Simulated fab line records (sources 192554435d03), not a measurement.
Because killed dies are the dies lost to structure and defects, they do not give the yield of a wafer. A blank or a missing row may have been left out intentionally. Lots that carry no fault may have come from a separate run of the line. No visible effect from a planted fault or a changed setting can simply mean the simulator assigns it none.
Matching of chambers :: flow n5-finfet :: N5_FIN_SAQP_STRIP_77 on rie-diel-02 has 4 sister chambers
The step strips in N2/H2, time 90 s. 4 wafers are shown with their chamber, then 10 later ones without.

## WAFERS PAIRED WITH THEIR CHAMBERS
wafer: L088.2
chamber: 2
showerhead-plenum-p-Torr (Torr): 3.42

wafer: L089.2
chamber: 0
showerhead-plenum-p-Torr (Torr): 3.33

wafer: L091.4
chamber: 3
showerhead-plenum-p-Torr (Torr): 3.36

wafer: L091.5
chamber: 1
showerhead-plenum-p-Torr (Torr): 3.50

## WAFERS WITHOUT THEIR CHAMBER
wafer: L091.6
showerhead-plenum-p-Torr (Torr): 3.32

wafer: L094.2
showerhead-plenum-p-Torr (Torr): 3.49

wafer: L094.3
showerhead-plenum-p-Torr (Torr): 3.42

wafer: L094.4
showerhead-plenum-p-Torr (Torr): 3.32

wafer: L096.2
showerhead-plenum-p-Torr (Torr): 3.49

wafer: L096.3
showerhead-plenum-p-Torr (Torr): 3.32

wafer: L096.6
showerhead-plenum-p-Torr (Torr): 3.35

wafer: L097.1
showerhead-plenum-p-Torr (Torr): 3.35

wafer: L097.4
showerhead-plenum-p-Torr (Torr): 3.32

wafer: L097.5
showerhead-plenum-p-Torr (Torr): 3.42

## THE CHAMBER EACH PASSED THROUGH
wafer: L091.6
from the rows above: 0
in truth: 0

wafer: L094.2
from the rows above: 1
in truth: 1

wafer: L094.3
from the rows above: 2
in truth: 2

wafer: L094.4
from the rows above: 0
in truth: 0

wafer: L096.2
from the rows above: 1
in truth: 1

wafer: L096.3
from the rows above: 0
in truth: 0

wafer: L096.6
from the rows above: can't be placed: 3 or 0
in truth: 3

wafer: L097.1
from the rows above: can't be placed: 3 or 0
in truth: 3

wafer: L097.4
from the rows above: 0
in truth: 0

wafer: L097.5
from the rows above: 2
in truth: 2
8 of 10 placed correctly. These rows do not allow placing 2 (true chamber among the candidates in 2). 0 placed wrongly.
How it was worked out, from the rows above alone: a wafer's distance from a chamber is the root of the sum, over the readings, of the square of ((its reading less the chamber's mean) divided by the reading's scatter). The wafer belongs to the nearest chamber; if the next one is less than 2 further off, it can't be placed. The mean given for a chamber averages the wafers shown for that chamber. The scatter (one wafer shown for each chamber): square how far every hidden wafer sits from the nearest shown wafer, average those squares and take the square root.
